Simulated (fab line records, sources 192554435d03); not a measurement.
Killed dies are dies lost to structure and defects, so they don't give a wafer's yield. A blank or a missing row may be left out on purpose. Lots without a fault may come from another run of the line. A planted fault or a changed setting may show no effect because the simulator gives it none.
fab line records | flow n5_finfet
record lots=5 wafers=15 last_day=19
route steps=1938 shown BEOL_M13@1713 BEOL_M14@1716
lots that met no fault: from a run of the same line without faults
start_h: hours from the record's first day to the start of the lot's first wafer shown | wait_h: hours since the lot's step before | " the same as in the row above | L1.1+2: a row that stands for several wafers | - no value, or no start given | * or withheld: withheld | < > ~ a bound
route shown NAME@n: a module of which the file shows steps, and the number in the route of the first | usual: mean/standard deviation of fault-free wafers | same: alike in all rows | chamber/n: place in a boat | sites: the reading at each site | _std_site: their standard deviation | _edge_site: outer sites' mean less inner sites' | radius_mm: how far each site lies from the wafer's centre | mask NAME#n: copy n | behind: the tool/chamber that last shaped the wafer | hold: why the lot was held/for how many hours/how that ended | device: the transistor (n, p or np) that didn't switch | end of line: the same wafers' tests at the end of the route | a step without rows: its recipe alone | killed: dies lost to structure and defects at the first sort, not the wafer's yield | map: a wafer's dies, x killed, . not, _ none there
set.NAME: the setting as run; set.NAME@STEP: as run at that earlier step | model.NAME: the simulator's own value behind a step, which no gauge read
lots at some steps of the route; a table a step, a row a wafer
services: from which hour (start_h, from the record's first day; less than 0 if before it) a tool's chamber was out of use, for how many hours, and why
## steps
# step N5_BEOL_M13_DEP_53
# recipe material=SiCN target_thk_a=500 temp_c=withheld precursor=3MS/NH3 pressure_torr=3 rf_w=675 time_s=17.8
# usual showerhead_plenum_p_Torr=4.156/0.024 throttle_valve_pct=18.3/0.62
# same time_s=17.8
# columns lot.wafer tool chamber start_h wait_h showerhead_plenum_p_Torr since_wet_clean_h throttle_valve_pct
L077.1 pecvd-04 2 360.89 0.0 4.160 130 16.9
L077.4 " 2 " " 4.166 - 17.1
L077.5 " 1 " " 4.117 - 19.1
L082.2 pecvd-02 2 386.99 0.0 4.180 699 18.1
L082.4 " 2 " " 4.174 - 18.2
L082.5 " 1 " " 4.135 - 18.6
L084.2 pecvd-03 0 400.73 0.0 4.141 1286 18.4
L084.4 " 0 " " 4.142 - 18.6
L084.6 " 1 " " 4.151 - 18.8
L091.1 pecvd-04 2 421.23 0.0 4.168 190 17.5
L091.2 " 1 " " 4.122 1669 18.7
L091.5 " 2 " " 4.166 - 17.2
L087.3 pecvd-04 1 426.34 0.0 4.130 1674 18.9
L087.4 " 1 " " 4.109 - 18.9
L087.5 " 0 " " 4.145 - 18.7
# step N5_BEOL_M13_RS_MEAS_54
# recipe thk_meas_gauge=four-point-probe reads=Cu_of_BEOL_M13_ECD_47+Ta_of_BEOL_M13_SPUTTER_44+TaN_of_BEOL_M13_SPUTTER_43
# usual M13_RS=0.0453/0.001
# columns lot.wafer tool chamber start_h wait_h M13_RS[ohm/sq]
L077.1 film_metro-02 - 360.96 0.0 0.0457
L077.4 " - " " 0.0453
L077.5 " - " " 0.0467
L082.2 film_metro-01 - 387.06 0.1 0.0469
L082.4 " - " " 0.0439
L082.5 " - " " 0.0443
L084.2 film_metro-02 - 400.80 0.1 0.0455
L084.4 " - " " 0.0454
L084.6 " - " " 0.0459
L091.1 film_metro-01 - 421.30 0.0 0.0466
L091.2 " - " " 0.0453
L091.5 " - " " 0.0439
L087.3 film_metro-01 - 426.41 0.1 0.0465
L087.4 " - " " 0.0455
L087.5 " - " " 0.0445
# step N5_BEOL_M13_INSPECT_55
# recipe inspect_instrument=darkfield mode=post_dep
# usual raw_defect_count=68/19
# columns lot.wafer tool chamber start_h wait_h raw_defect_count
L077.1 defect_inspect-02 - 360.98 0.0 52
L077.4 " - " " 40
L077.5 " - " " 70
L082.2 defect_inspect-01 - 387.08 0.0 79
L082.4 " - " " 97
L082.5 " - " " 87
L084.2 defect_inspect-01 - 400.83 0.0 117
L084.4 " - " " 64
L084.6 " - " " 45
L091.1 defect_inspect-02 - 421.32 0.0 49
L091.2 " - " " 66
L091.5 " - " " 94
L087.3 defect_inspect-02 - 426.43 0.0 32
L087.4 " - " " 48
L087.5 " - " " 78
# step N5_BEOL_M14_ILD_DEP_00
# recipe material=SiO2 target_thk_a=11193 temp_c=400 precursor=TEOS/O2 pressure_torr=6.5 rf_w=900 teos_flow_sccm=161.4 gas=O2 flow_sccm=2650 time_s=237.4
# usual heater_power_w=598/120 showerhead_plenum_p_Torr=8.34/0.038 throttle_valve_pct=18.8/0.77
# same time_s=237.4
# columns lot.wafer tool chamber start_h wait_h heater_power_w showerhead_plenum_p_Torr since_wet_clean_h throttle_valve_pct
L077.1 pecvd-04 1 361.02 0.0 563 8.29 1609 19.6
L077.4 " 2 " " 721 8.36 - 17.5
L077.5 " 0 " " 669 8.32 - 18.9
L082.2 pecvd-02 0 387.12 0.0 605 8.36 1454 19.2
L082.4 " 1 " " 630 8.29 - 19.1
L082.5 " 0 " " 636 8.36 - 19.1
L084.2 pecvd-02 0 400.86 0.0 628 8.35 1467 19.2
L084.4 " 0 " " 482 8.36 - 19.2
L084.6 " 0 " " 577 8.36 - 19.1
L091.1 pecvd-02 0 421.36 0.0 651 8.36 1488 18.8
L091.2 " 2 " " 530 8.36 734 18.8
L091.5 " 0 " " 576 8.35 - 19.1
L087.3 pecvd-01 1 426.47 0.0 643 8.40 1855 17.8
L087.4 " 0 " " 536 8.34 - 19.7
L087.5 " 1 " " 509 8.38 - 17.9
# step N5_BEOL_M14_THK_MEAS_01
# recipe reads=SiO2_of_BEOL_M14_ILD_DEP_00
# usual M14_ILD_THK=1114/15
# columns lot.wafer tool chamber start_h wait_h M14_ILD_THK[nm]
L077.1 film_metro-02 - 361.21 0.1 1108
L077.4 " - " " 1137
L077.5 " - " " 1128
L082.2 film_metro-01 - 387.31 0.1 1105
L082.4 " - " " 1146
L082.5 " - " " 1115
L084.2 film_metro-02 - 401.13 0.2 1092
L084.4 " - " " 1101
L084.6 " - " " 1119
L091.1 film_metro-01 - 421.63 0.2 1104
L091.2 " - " " 1119
L091.5 " - " " 1138
L087.3 film_metro-01 - 426.66 0.1 1094
L087.4 " - " " 1115
L087.5 " - " " 1115
# step N5_BEOL_M14_COAT_58
# recipe resist=BARC temp_c=205 time_s=60 spin_rpm=1500 resist_thk_nm=89
# same time_s=60
# columns lot.wafer tool chamber start_h wait_h
L077.1+4+5 litho_track-04 0 361.24 0.0
L082.2+4+5 litho_track-01 0 387.34 0.0
L084.2+4+6 litho_track-03 0 401.16 0.0
L091.1+2+5 litho_track-03 0 421.66 0.0
L087.3+4+5 litho_track-03 0 426.69 0.0
# step N5_BEOL_M14_COAT_04
# recipe spin_rpm=1704 resist_thk_nm=800
# columns lot.wafer tool chamber start_h wait_h
L077.1+4+5 litho_track-04 0 - -
L082.2+4+5 litho_track-01 0 - -
L084.2+4+6 litho_track-03 0 - -
L091.1+2+5 litho_track-03 0 - -
L087.3+4+5 litho_track-03 0 - -
# step N5_BEOL_M14_EBR_06
# recipe solvent=PGMEA ebr_width_mm=1.5
# columns lot.wafer tool chamber start_h wait_h
L077.1+4+5 litho_track-04 0 - -
L082.2+4+5 litho_track-01 0 - -
L084.2+4+6 litho_track-03 0 - -
L091.1+2+5 litho_track-03 0 - -
L087.3+4+5 litho_track-03 0 - -
# step N5_BEOL_M14_SOFTBAKE_05
# recipe temp_c=130 time_s=60
# same time_s=60
# columns lot.wafer tool chamber start_h wait_h
L077.1+4+5 litho_track-04 0 - -
L082.2+4+5 litho_track-01 0 - -
L084.2+4+6 litho_track-03 0 - -
L091.1+2+5 litho_track-03 0 - -
L087.3+4+5 litho_track-03 0 - -
# step N5_BEOL_M14_EXPOSE_07
# recipe mask_id=V13 na=0.8 source_shape=annular sigma_inner=0.5 sigma_outer=0.8 polarization=unpolarized attpsm_phase_deg=180 dose_mj=57
# usual reticle_temp_C=23.01/0.1
# columns lot.wafer tool chamber start_h wait_h mask reticle_temp_C
L077.1 krf_scanner-01 0 361.47 - V13#0 23.14
L077.4 " 0 " " V13#0 23.15
L077.5 " 0 " " V13#0 23.01
L082.2 krf_scanner-02 0 387.57 - V13#0 23.18
L082.4 " 0 " " V13#0 22.91
L082.5 " 0 " " V13#0 23.08
L084.2 krf_scanner-02 0 401.39 - V13#0 22.92
L084.4 " 0 " " V13#0 23.03
L084.6 " 0 " " V13#0 23.03
L091.1 krf_scanner-02 0 421.89 - V13#0 23.14
L091.2 " 0 " " V13#0 23.06
L091.5 " 0 " " V13#0 22.86
L087.3 krf_scanner-01 0 426.96 - V13#0 22.98
L087.4 " 0 " " V13#0 22.94
L087.5 " 0 " " V13#0 22.99
# step N5_BEOL_M14_PEB_08
# recipe peb_temp_c=130 peb_time_s=90
# columns lot.wafer tool chamber start_h wait_h
L077.1+4+5 litho_track-01 0 361.53 0.1
L082.2+4+5 litho_track-01 0 387.63 0.0
L084.2+4+6 litho_track-04 0 401.45 0.0
L091.1+2+5 litho_track-03 0 421.95 0.1
L087.3+4+5 litho_track-01 0 427.00 0.0
# step N5_BEOL_M14_DEVELOP_09
# recipe develop_time_s=45 rinse_liquid=diw dry=air_spin dev_temp_c=21
# columns lot.wafer tool chamber start_h wait_h
L077.1+4+5 litho_track-01 0 - -
L082.2+4+5 litho_track-01 0 - -
L084.2+4+6 litho_track-04 0 - -
L091.1+2+5 litho_track-03 0 - -
L087.3+4+5 litho_track-01 0 - -
# step N5_BEOL_M14_HARDBAKE_14
# recipe temp_c=130 time_s=120
# same time_s=120
# columns lot.wafer tool chamber start_h wait_h
L077.1+4+5 litho_track-01 0 - -
L082.2+4+5 litho_track-01 0 - -
L084.2+4+6 litho_track-04 0 - -
L091.1+2+5 litho_track-03 0 - -
L087.3+4+5 litho_track-01 0 - -
# step N5_BEOL_M14_CD_MEAS_10
# recipe target_cd_nm=250 landing_energy_ev=500 detector=se_inlens polarity=opening
# usual cd_nm=247.6/2.3
# columns lot.wafer tool chamber start_h wait_h cd_nm
L077.1 cd_sem-01 0 361.65 - 246.2
L077.4 " 0 " " 248.8
L077.5 " 0 " " 250.2
L082.2 cd_sem-01 0 387.74 - 245.3
L082.4 " 0 " " 242.9
L082.5 " 0 " " 244.4
L084.2 cd_sem-02 0 401.56 - 243.6
L084.4 " 0 " " 245.9
L084.6 " 0 " " 246.7
L091.1 cd_sem-01 0 422.06 - 246.8
L091.2 " 0 " " 250.8
L091.5 " 0 " " 245.6
L087.3 cd_sem-01 0 427.12 - 247.3
L087.4 " 0 " " 247.7
L087.5 " 0 " " 248.2
# step N5_BEOL_M14_OVL_MEAS_11
# recipe points_per_wafer=44
# usual V13_OVL=1/5.8
# columns lot.wafer tool chamber start_h wait_h V13_OVL[nm]
L077.1 overlay-02 0 361.68 0.0 7
L077.4 " 0 " " 4
L077.5 " 0 " " 6
L082.2 overlay-02 0 387.77 0.0 4
L082.4 " 0 " " 7
L082.5 " 0 " " 0
L084.2 overlay-01 0 401.59 0.0 5
L084.4 " 0 " " 7
L084.6 " 0 " " 8
L091.1 overlay-01 0 422.09 0.0 2
L091.2 " 0 " " 4
L091.5 " 0 " " -1
L087.3 overlay-01 0 427.15 0.0 10
L087.4 " 0 " " 2
L087.5 " 0 " " 1
# step N5_BEOL_M14_INSPECT_12
# recipe mode=adi inspect_instrument=macro
# usual raw_defect_count=2.1/1.5
# columns lot.wafer tool chamber start_h wait_h raw_defect_count
L077.1 defect_inspect-01 - 361.70 0.0 4
L077.4 " - " " 2
L077.5 " - " " 2
L082.2 defect_inspect-02 - 387.80 0.0 9
L082.4 " - " " 2
L082.5 " - " " 4
L084.2 defect_inspect-02 - 401.62 0.0 1
L084.4 " - " " 2
L084.6 " - " " 2
L091.1 defect_inspect-01 - 422.12 0.0 1
L091.2 " - " " 3
L091.5 " - " " 3
L087.3 defect_inspect-01 - 427.17 0.0 1
L087.4 " - " " 7
L087.5 " - " " 2
# step N5_BEOL_M14_DESCUM_15
# recipe chemistry=O2 time_s=7.9 source_power_w=50 bias_power_w=20 pressure_mtorr=20 rf_frequency_hz=2.712e+07 temp_c=40 o2_flow_sccm=225
# usual chamber_pressure_mTorr=20.001/0.017 drypump_motor_current_A=5.9/0.42 oes_product_au=0.81/0.071 rf_vpp_V=243.6/1.2 showerhead_plenum_p_Torr=2.11/0.065 throttle_valve_pct=20.36/0.22
# same time_s=7.9
# columns lot.wafer tool chamber start_h wait_h chamber_pressure_mTorr drypump_motor_current_A oes_product_au rf_hours_counter_h rf_vpp_V showerhead_plenum_p_Torr throttle_valve_pct
L077.1 rie_diel-04 3 361.74 0.0 19.988 5.6 0.92 19 244.2 2.13 20.12
L077.4 " 2 " " 19.998 5.7 0.73 164 241.0 2.06 20.23
L077.5 " 0 " " 20.025 5.1 0.87 - 243.1 2.04 20.36
L082.2 rie_diel-05 2 387.99 0.2 19.994 5.8 0.77 127 243.7 2.07 20.17
L082.4 " 1 " " 20.009 6.2 0.81 100 245.0 2.20 20.67
L082.5 " 3 " " 20.015 6.7 0.78 - 244.5 2.22 20.52
L084.2 rie_diel-05 1 401.65 0.0 20.011 6.2 0.81 105 245.3 2.20 20.67
L084.4 " 2 " " 19.978 5.8 0.77 131 243.9 2.07 20.19
L084.6 " 1 " " 19.994 6.2 0.80 - 244.3 2.20 20.70
L091.1 rie_diel-04 2 422.15 0.0 20.012 5.7 0.71 185 242.3 2.05 20.28
L091.2 " 3 " " 19.984 5.6 0.89 40 245.5 2.12 20.16
L091.5 " 2 " " 19.985 5.7 0.72 - 243.0 2.05 20.28
L087.3 rie_diel-04 1 427.46 0.3 19.979 6.3 0.84 95 244.1 2.12 20.54
L087.4 " 2 " " 20.025 5.7 0.72 187 243.9 2.05 20.27
L087.5 " 0 " " 20.001 5.1 0.85 - 241.0 2.04 20.39
# step N5_BEOL_M14_ETCH_59
# recipe chemistry=N2/H2 target=BARC target_depth_a=890 overetch_a=267 time_s=67.9 ion_energy_ev=200 pressure_mtorr=30 source_w=840 bias_w=150 n2_flow_sccm=200 h2_flow_sccm=200
# usual chamber_pressure_mTorr=30.003/0.023 drypump_motor_current_A=5.9/0.42 n2_flow_sccm=200.0/0.57 oes_product_au=0.69/0.057 rf_vpp_V=524.6/2.3 showerhead_plenum_p_Torr=2.57/0.076 throttle_valve_pct=17.85/0.26
# same time_s=67.9
# columns lot.wafer tool chamber start_h wait_h chamber_pressure_mTorr drypump_motor_current_A n2_flow_sccm oes_product_au rf_hours_counter_h rf_vpp_V showerhead_plenum_p_Torr throttle_valve_pct
L077.1 rie_diel-04 3 361.77 0.0 29.983 5.7 200.4 0.79 19 525.7 2.59 17.57
L077.4 " 2 " " 30.030 5.7 199.6 0.63 164 524.1 2.52 17.79
L077.5 " 0 " " 30.032 5.1 199.2 0.75 - 523.4 2.49 17.85
L082.2 rie_diel-05 2 388.02 0.0 30.011 5.8 199.1 0.66 127 523.9 2.56 17.89
L082.4 " 1 " " 30.016 6.2 200.9 0.68 100 527.9 2.69 18.24
L082.5 " 3 " " 29.955 6.7 199.5 0.67 - 529.8 2.65 17.61
L084.2 rie_diel-05 1 401.69 0.0 29.989 6.2 200.6 0.68 105 528.9 2.68 18.25
L084.4 " 2 " " 29.998 5.8 199.5 0.66 131 524.6 2.56 17.89
L084.6 " 1 " " 29.999 6.2 199.6 0.68 - 528.3 2.68 18.24
L091.1 rie_diel-04 2 422.18 0.0 29.952 5.7 200.5 0.61 185 522.9 2.51 17.82
L091.2 " 3 " " 30.007 5.7 199.7 0.75 40 523.9 2.58 17.61
L091.5 " 2 " " 29.987 5.7 200.9 0.62 - 524.0 2.51 17.81
L087.3 rie_diel-04 1 427.49 0.0 29.997 6.3 199.9 0.70 95 523.6 2.59 18.20
L087.4 " 2 " " 29.955 5.7 200.0 0.61 187 522.7 2.51 17.82
L087.5 " 0 " " 30.050 5.1 200.0 0.71 - 521.9 2.48 17.89
# step N5_BEOL_M14_VIA_ETCH_16
# recipe chemistry=C4F8/O2/Ar target=SiO2 he_inner_torr=15 he_outer_torr=30 target_depth_a=12313 time_s=withheld ion_energy_ev=800 pressure_mtorr=20 source_w=1905 bias_w=2040 Ar_flow_sccm=400 C4F8_flow_sccm=16 O2_flow_sccm=12 ends=cleared
# usual chamber_pressure_mTorr=19.998/0.018 drypump_motor_current_A=5.9/0.41 oes_product_au=0.73/0.064 rf_vpp_V=2231/63 showerhead_plenum_p_Torr=3.46/0.11 throttle_valve_pct=30.8/0.3
# columns lot.wafer tool chamber start_h wait_h chamber_pressure_mTorr drypump_motor_current_A oes_product_au rf_vpp_V showerhead_plenum_p_Torr throttle_valve_pct
L077.1 rie_diel-04 3 361.82 0.0 20.033 5.6 0.84 2265 3.46 30.4
L077.4 " 2 " " 19.982 5.7 0.66 2320 3.42 30.9
L077.5 " 0 " " 19.981 5.1 0.79 2106 3.32 30.5
L082.2 rie_diel-05 2 388.08 0.0 19.977 5.8 0.70 2223 3.43 30.6
L082.4 " 1 " " 20.006 6.2 0.73 2333 3.59 31.2
L082.5 " 3 " " 19.973 6.7 0.71 2226 3.62 31.0
L084.2 rie_diel-05 1 401.74 0.0 20.013 6.2 0.72 2333 3.59 31.2
L084.4 " 2 " " 20.020 5.7 0.70 2223 3.42 30.6
L084.6 " 1 " " 20.030 6.2 0.73 2333 3.59 31.2
L091.1 rie_diel-04 2 422.24 0.0 19.995 5.7 0.65 2323 3.41 30.9
L091.2 " 3 " " 19.970 5.7 0.81 2264 3.45 30.4
L091.5 " 2 " " 20.026 5.7 0.65 2319 3.41 30.9
L087.3 rie_diel-04 1 427.54 0.0 20.036 6.3 0.74 2165 3.49 31.2
L087.4 " 2 " " 20.007 5.7 0.65 2321 3.41 30.9
L087.5 " 0 " " 20.005 5.1 0.76 2103 3.31 30.5
# step N5_BEOL_M14_STRIP_63
# recipe chemistry=O2 power_w=600 temp_c=60 pressure_mtorr=30 rf_frequency_hz=6e+07 bias_power_w=0 overash_fraction=0.3 o2_flow_sccm=225
# usual chamber_pressure_mTorr=30.00/0.048 drypump_motor_current_A=5.9/0.41 oes_product_au=0.81/0.071 rf_vpp_V=3.6/0.87 showerhead_plenum_p_Torr=2.12/0.064 throttle_valve_pct=16.59/0.18
# columns lot.wafer tool chamber start_h wait_h chamber_pressure_mTorr drypump_motor_current_A oes_product_au rf_hours_counter_h rf_vpp_V showerhead_plenum_p_Torr throttle_valve_pct
L077.1 rie_diel-04 3 - - 29.97 5.6 0.92 19 2.7 2.13 16.36
L077.4 " 2 " " 29.96 5.7 0.73 164 3.9 2.06 16.50
L077.5 " 0 " " 29.98 5.2 0.87 - 3.0 2.05 16.58
L082.2 rie_diel-05 2 - - 29.96 5.7 0.78 127 3.6 2.08 16.49
L082.4 " 1 " " 30.01 6.2 0.80 100 3.2 2.20 16.80
L082.5 " 3 " " 29.93 6.7 0.77 - 2.8 2.23 16.71
L084.2 rie_diel-05 1 - - 30.11 6.2 0.79 105 1.9 2.20 16.82
L084.4 " 2 " " 30.08 5.8 0.77 131 3.9 2.08 16.51
L084.6 " 1 " " 30.04 6.2 0.81 - 3.8 2.20 16.82
L091.1 rie_diel-04 2 - - 30.06 5.7 0.72 185 3.4 2.06 16.56
L091.2 " 3 " " 29.99 5.6 0.89 40 4.1 2.12 16.37
L091.5 " 2 " " 30.03 5.7 0.71 - 4.4 2.06 16.54
L087.3 rie_diel-04 1 - - 30.02 6.3 0.84 95 2.3 2.12 16.78
L087.4 " 2 " " 29.97 5.7 0.73 187 3.6 2.06 16.54
L087.5 " 0 " " 29.96 5.1 0.84 - 3.8 2.04 16.66
# step N5_BEOL_M14_STRIP_64
# recipe chemistry=O2 power_w=600 temp_c=60 pressure_mtorr=30 rf_frequency_hz=6e+07 bias_power_w=0 overash_fraction=0.3 o2_flow_sccm=225
# usual chamber_pressure_mTorr=30.004/0.027 drypump_motor_current_A=5.9/0.41 oes_product_au=0.81/0.071 rf_vpp_V=3.7/0.48 showerhead_plenum_p_Torr=2.12/0.065 throttle_valve_pct=16.59/0.18
# columns lot.wafer tool chamber start_h wait_h chamber_pressure_mTorr drypump_motor_current_A oes_product_au rf_hours_counter_h rf_vpp_V showerhead_plenum_p_Torr throttle_valve_pct
L077.1 rie_diel-04 3 - - 29.991 5.6 0.92 19 3.0 2.13 16.35
L077.4 " 2 " " 29.966 5.7 0.74 164 3.7 2.06 16.49
L077.5 " 0 " " 29.983 5.1 0.88 - 4.0 2.05 16.58
L082.2 rie_diel-05 2 - - 29.984 5.8 0.78 127 2.9 2.08 16.48
L082.4 " 1 " " 29.970 6.2 0.81 100 3.0 2.20 16.82
L082.5 " 3 " " 30.033 6.7 0.78 - 2.8 2.23 16.70
L084.2 rie_diel-05 1 - - 30.049 6.2 0.80 105 3.5 2.20 16.82
L084.4 " 2 " " 30.008 5.8 0.78 131 3.4 2.08 16.47
L084.6 " 1 " " 30.020 6.2 0.81 - 2.7 2.20 16.84
L091.1 rie_diel-04 2 - - 30.001 5.7 0.73 185 3.0 2.06 16.56
L091.2 " 3 " " 30.010 5.7 0.88 40 3.7 2.12 16.40
L091.5 " 2 " " 29.997 5.7 0.72 - 3.3 2.06 16.52
L087.3 rie_diel-04 1 - - 29.990 6.3 0.84 95 3.8 2.12 16.78
L087.4 " 2 " " 29.970 5.7 0.72 187 3.2 2.06 16.54
L087.5 " 0 " " 30.030 5.1 0.84 - 3.8 2.04 16.64
# step N5_BEOL_M14_STRIP_71
# recipe chemistry=post_etch_residue_remover time_s=60 temp_c=25 remover_ph=withheld remover_water_wt_pct=withheld remover_fluoride_wt_pct=withheld
# same time_s=60
# columns lot.wafer tool chamber start_h wait_h
L077.1+4+5 wet_bench-06 0,6,7 362.11 -
L082.2+4+5 wet_bench-01 5,6,3 388.36 -
L084.2+4+6 wet_bench-04 2,0,5 402.03 -
L091.1+2+5 wet_bench-06 7,1,2 422.52 -
L087.3+4+5 wet_bench-06 5,6,1 427.83 -
# step N5_BEOL_M14_SRD_72
# recipe time_s=30 temp_c=23 rinse_liquid=diw dry=n2_spin spin_rpm=1500 dry_time_s=30
# same time_s=30
# columns lot.wafer tool chamber start_h wait_h
L077.1+4+5 wet_bench-06 0,6,7 362.13 0.0
L082.2+4+5 wet_bench-01 5,6,3 388.38 0.0
L084.2+4+6 wet_bench-04 2,0,5 402.05 0.0
L091.1+2+5 wet_bench-06 7,1,2 422.55 0.0
L087.3+4+5 wet_bench-06 5,6,1 427.85 0.0
# step N5_BEOL_M14_CD_MEAS_17
# recipe target_cd_nm=250 polarity=opening
# usual cd_nm=248.0/2.6
# columns lot.wafer tool chamber start_h wait_h cd_nm
L077.1 cd_sem-01 - 362.17 0.0 249.3
L077.4 " - " " 249.7
L077.5 " - " " 251.7
L082.2 cd_sem-01 - 388.43 0.0 244.4
L082.4 " - " " 241.8
L082.5 " - " " 244.0
L084.2 cd_sem-02 - 402.10 0.0 241.9
L084.4 " - " " 244.6
L084.6 " - " " 245.5
L091.1 cd_sem-02 - 422.59 0.0 247.9
L091.2 " - " " 251.4
L091.5 " - " " 247.9
L087.3 cd_sem-03 - 427.90 0.0 248.4
L087.4 " - " " 248.1
L087.5 " - " " 248.1
# step N5_BEOL_M14_COAT_65
# recipe resist=SOC temp_c=250 time_s=60 spin_rpm=1500 resist_thk_nm=450
# same time_s=60
# columns lot.wafer tool chamber start_h wait_h
L077.1+4+5 litho_track-03 0 362.21 0.0
L082.2+4+5 litho_track-01 0 388.46 0.0
L084.2+4+6 litho_track-01 0 402.13 0.0
L091.1+2+5 litho_track-03 0 422.62 0.0
L087.3+4+5 litho_track-01 0 427.93 0.0
# step N5_BEOL_M14_COAT_66
# recipe resist=SiARC temp_c=220 time_s=60 spin_rpm=1500 resist_thk_nm=110
# same time_s=60
# columns lot.wafer tool chamber start_h wait_h
L077.1+4+5 litho_track-03 0 - -
L082.2+4+5 litho_track-01 0 - -
L084.2+4+6 litho_track-01 0 - -
L091.1+2+5 litho_track-03 0 - -
L087.3+4+5 litho_track-01 0 - -
# step N5_BEOL_M14_COAT_22
# recipe spin_rpm=2888 resist_thk_nm=300
# columns lot.wafer tool chamber start_h wait_h
L077.1+4+5 litho_track-03 0 - -
L082.2+4+5 litho_track-01 0 - -
L084.2+4+6 litho_track-01 0 - -
L091.1+2+5 litho_track-03 0 - -
L087.3+4+5 litho_track-01 0 - -
# step N5_BEOL_M14_EBR_24
# recipe solvent=PGMEA ebr_width_mm=1.5
# columns lot.wafer tool chamber start_h wait_h
L077.1+4+5 litho_track-03 0 - -
L082.2+4+5 litho_track-01 0 - -
L084.2+4+6 litho_track-01 0 - -
L091.1+2+5 litho_track-03 0 - -
L087.3+4+5 litho_track-01 0 - -
# step N5_BEOL_M14_SOFTBAKE_23
# recipe temp_c=130 time_s=60
# same time_s=60
# columns lot.wafer tool chamber start_h wait_h
L077.1+4+5 litho_track-03 0 - -
L082.2+4+5 litho_track-01 0 - -
L084.2+4+6 litho_track-01 0 - -
L091.1+2+5 litho_track-03 0 - -
L087.3+4+5 litho_track-01 0 - -
# step N5_BEOL_M14_EXPOSE_25
# recipe mask_id=M14 na=0.8 source_shape=annular sigma_inner=0.5 sigma_outer=0.8 polarization=unpolarized target_cd_nm=280 dose_mj=26.6
# usual reticle_temp_C=22.98/0.11
# columns lot.wafer tool chamber start_h wait_h mask reticle_temp_C
L077.1 krf_scanner-01 0 362.45 - M14#0 23.04
L077.4 " 0 " " M14#0 22.98
L077.5 " 0 " " M14#0 23.05
L082.2 krf_scanner-01 0 388.71 - M14#0 22.88
L082.4 " 0 " " M14#0 22.98
L082.5 " 0 " " M14#0 22.90
L084.2 krf_scanner-01 0 402.38 - M14#0 22.96
L084.4 " 0 " " M14#0 22.98
L084.6 " 0 " " M14#0 22.85
L091.1 krf_scanner-01 0 422.87 - M14#0 22.87
L091.2 " 0 " " M14#0 22.94
L091.5 " 0 " " M14#0 22.90
L087.3 krf_scanner-02 0 428.19 - M14#0 22.99
L087.4 " 0 " " M14#0 22.96
L087.5 " 0 " " M14#0 23.00
# step N5_BEOL_M14_PEB_26
# recipe peb_temp_c=130 peb_time_s=90
# columns lot.wafer tool chamber start_h wait_h
L077.1+4+5 litho_track-03 0 362.51 0.1
L082.2+4+5 litho_track-01 0 388.76 0.0
L084.2+4+6 litho_track-03 0 402.43 0.0
L091.1+2+5 litho_track-04 0 422.92 0.1
L087.3+4+5 litho_track-01 0 428.23 0.0
# step N5_BEOL_M14_DEVELOP_27
# recipe develop_time_s=45 rinse_liquid=diw dry=air_spin dev_temp_c=21
# columns lot.wafer tool chamber start_h wait_h
L077.1+4+5 litho_track-03 0 - -
L082.2+4+5 litho_track-01 0 - -
L084.2+4+6 litho_track-03 0 - -
L091.1+2+5 litho_track-04 0 - -
L087.3+4+5 litho_track-01 0 - -
# step N5_BEOL_M14_HARDBAKE_32
# recipe temp_c=130 time_s=120
# same time_s=120
# columns lot.wafer tool chamber start_h wait_h
L077.1+4+5 litho_track-03 0 - -
L082.2+4+5 litho_track-01 0 - -
L084.2+4+6 litho_track-03 0 - -
L091.1+2+5 litho_track-04 0 - -
L087.3+4+5 litho_track-01 0 - -
# step N5_BEOL_M14_CD_MEAS_28
# recipe target_cd_nm=284.4 landing_energy_ev=500 detector=se_inlens
# usual cd_nm=283.0/2.2
# columns lot.wafer tool chamber start_h wait_h cd_nm
L077.1 cd_sem-02 0 362.62 - 280.1
L077.4 " 0 " " 281.0
L077.5 " 0 " " 279.3
L082.2 cd_sem-03 0 388.88 - 283.4
L082.4 " 0 " " 284.0
L082.5 " 0 " " 281.4
L084.2 cd_sem-02 0 402.55 - 280.0
L084.4 " 0 " " 277.2
L084.6 " 0 " " 281.2
L091.1 cd_sem-02 0 423.04 - 286.9
L091.2 " 0 " " 284.2
L091.5 " 0 " " 283.6
L087.3 cd_sem-03 0 428.35 - 287.6
L087.4 " 0 " " 284.1
L087.5 " 0 " " 284.4
# step N5_BEOL_M14_OVL_MEAS_29
# recipe points_per_wafer=44
# usual M14_OVL=2/4.8
# columns lot.wafer tool chamber start_h wait_h M14_OVL[nm]
L077.1 overlay-02 0 362.65 0.0 -8
L077.4 " 0 " " -10
L077.5 " 0 " " -3
L082.2 overlay-01 0 388.91 0.0 -1
L082.4 " 0 " " -3
L082.5 " 0 " " 3
L084.2 overlay-02 0 402.58 0.0 -1
L084.4 " 0 " " 5
L084.6 " 0 " " 0
L091.1 overlay-02 0 423.07 0.0 11
L091.2 " 0 " " -2
L091.5 " 0 " " 2
L087.3 overlay-02 0 428.38 0.0 6
L087.4 " 0 " " 1
L087.5 " 0 " " 12
# step N5_BEOL_M14_INSPECT_30
# recipe mode=adi inspect_instrument=macro
# usual raw_defect_count=2.0/1.3
# columns lot.wafer tool chamber start_h wait_h raw_defect_count
L077.1 defect_inspect-01 - 362.68 0.0 1
L077.4 " - " " 1
L077.5 " - " " 2
L082.2 defect_inspect-01 - 388.93 0.0 2
L082.4 " - " " 1
L082.5 " - " " 0
L084.2 defect_inspect-01 - 402.60 0.0 3
L084.4 " - " " 0
L084.6 " - " " 1
L091.1 defect_inspect-01 - 423.09 0.0 0
L091.2 " - " " 1
L091.5 " - " " 4
L087.3 defect_inspect-02 - 428.40 0.0 3
L087.4 " - " " 1
L087.5 " - " " 2
## services
# columns tool chamber start_h hours kind
rie_diel-04 2 339.41 7.8 repair
pecvd-01 0 344.38 2.1 scheduled_down
krf_scanner-01 - 354.11 1.0 pm
pecvd-04 2 355.79 2.1 scheduled_down
pecvd-02 2 355.98 11.3 repair
krf_scanner-01 0 356.32 - calibration
rie_diel-05 0 359.21 8.0 repair
pecvd-04 - 364.73 5.5 pm
wet_bench-01 - 370.85 1.7 repair
pecvd-01 - 371.26 1.8 repair
krf_scanner-02 0 371.54 - calibration
pecvd-04 2 373.85 5.0 scheduled_down
krf_scanner-01 - 378.50 1.3 pm
krf_scanner-02 - 385.11 1.0 pm
pecvd-02 1 403.96 - clean
pecvd-02 1 403.96 - consumable_replace:showerhead
pecvd-02 1 403.96 29.0 scheduled_down
pecvd-02 1 403.96 29.0 vent_cycle
krf_scanner-02 - 405.08 0.3 repair
rie_diel-05 - 410.63 0.9 repair
pecvd-04 0 414.13 6.0 repair
pecvd-01 - 415.89 5.5 pm
krf_scanner-02 - 418.84 0.8 pm
## key
fault none
